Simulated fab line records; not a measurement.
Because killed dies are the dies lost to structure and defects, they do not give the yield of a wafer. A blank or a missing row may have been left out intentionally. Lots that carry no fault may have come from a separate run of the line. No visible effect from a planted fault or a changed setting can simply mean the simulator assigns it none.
Chamber matching	flow nand harc	4 sister chambers for NHARC_P_CONTACT_STRIP_28 on rie diel-06
The step strips in O2. 4 wafers are shown with their chamber, then 9 later ones without.

== WAFERS, EACH WITH ITS CHAMBER ==
wafer	chamber	showerhead plenum p Torr (Torr)
L333.2	2	3.68
L336.2	0	3.74
L336.3	1	3.54
L336.4	3	3.31

== WAFERS WHOSE CHAMBER IS MISSING ==
wafer	showerhead plenum p Torr (Torr)
L339.1	3.31
L339.2	3.73
L339.3	3.67
L341.3	3.31
L341.4	3.54
L341.6	3.54
L340.2	3.73
L340.5	3.31
L340.6	3.68

== WHICH CHAMBER EACH ONE RAN IN ==
wafer	from the rows above	in truth
L339.1	3	3
L339.2	0	0
L339.3	2	2
L341.3	3	3
L341.4	1	1
L341.6	1	1
L340.2	0	0
L340.5	3	3
L340.6	2	2
9 of 9 placed correctly. Number that these rows cannot place: 0. Number placed wrongly: 0.
How it was worked out, from the rows above alone: a wafer's distance from a chamber is the root of the sum, over the readings, of the square of ((its reading less the chamber's mean) divided by the reading's scatter). If the next closest chamber is less than 2 further off than the closest, the wafer can't be placed; otherwise it belongs to the closest. Each chamber's mean is taken over the wafers shown for it. The scatter (one wafer shown for each chamber): square how far every hidden wafer sits from the nearest shown wafer, average those squares and take the square root.
